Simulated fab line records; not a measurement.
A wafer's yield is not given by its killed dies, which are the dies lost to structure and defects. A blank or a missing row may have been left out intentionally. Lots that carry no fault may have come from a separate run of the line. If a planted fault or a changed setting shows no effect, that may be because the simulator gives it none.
Matching of chambers || flow n5_finfet || N5_BEOL_M0_SAQP_PECVD_03 on pecvd-03: 3 sister chambers
The step deposits SiCN from 3MS/NH3, target thk 12 nm, time 21.1 s. 3 wafers are shown with their chamber, then 11 later ones without.

== EACH WAFER AND ITS CHAMBER ==
{"wafer": "L083.4", "chamber": 2, "throttle_valve_pct (%)": 8.7}
{"wafer": "L084.5", "chamber": 1, "throttle_valve_pct (%)": 10.1}
{"wafer": "L089.4", "chamber": 0, "throttle_valve_pct (%)": 9.3}

== WAFERS WITH NO CHAMBER GIVEN ==
{"wafer": "L089.5", "throttle_valve_pct (%)": 8.6}
{"wafer": "L089.6", "throttle_valve_pct (%)": 10.2}
{"wafer": "L090.1", "throttle_valve_pct (%)": 9.8}
{"wafer": "L090.3", "throttle_valve_pct (%)": 9.3}
{"wafer": "L090.5", "throttle_valve_pct (%)": 9.4}
{"wafer": "L092.2", "throttle_valve_pct (%)": 10.0}
{"wafer": "L092.3", "throttle_valve_pct (%)": 8.9}
{"wafer": "L092.6", "throttle_valve_pct (%)": 9.4}
{"wafer": "L093.2", "throttle_valve_pct (%)": 9.4}
{"wafer": "L093.3", "throttle_valve_pct (%)": 10.0}
{"wafer": "L093.5", "throttle_valve_pct (%)": 9.7}

== EACH ONE'S CHAMBER ==
{"wafer": "L089.5", "from the rows above": 2, "in truth": 2}
{"wafer": "L089.6", "from the rows above": 1, "in truth": 1}
{"wafer": "L090.1", "from the rows above": "can't be placed: 1 or 0", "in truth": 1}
{"wafer": "L090.3", "from the rows above": 0, "in truth": 0}
{"wafer": "L090.5", "from the rows above": 0, "in truth": 0}
{"wafer": "L092.2", "from the rows above": 1, "in truth": 1}
{"wafer": "L092.3", "from the rows above": "can't be placed: 2 or 0", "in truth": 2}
{"wafer": "L092.6", "from the rows above": 0, "in truth": 0}
{"wafer": "L093.2", "from the rows above": 0, "in truth": 0}
{"wafer": "L093.3", "from the rows above": 1, "in truth": 1}
{"wafer": "L093.5", "from the rows above": "can't be placed: 0 or 1", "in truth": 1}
Placed correctly: 8 of 11. From these rows, 3 cannot be placed; in 3 the true chamber is one of the candidates. 0 placed wrongly.
How it was worked out, from the rows above alone: a wafer's distance from a chamber is the root of the sum, over the readings, of the square of ((its reading less the chamber's mean) divided by the reading's scatter). The wafer belongs to the nearest chamber; if the next one is less than 2 further off, it can't be placed. The mean given for a chamber averages the wafers shown for that chamber. The scatter (one wafer shown for each chamber): square how far every hidden wafer sits from the nearest shown wafer, average those squares and take the square root.
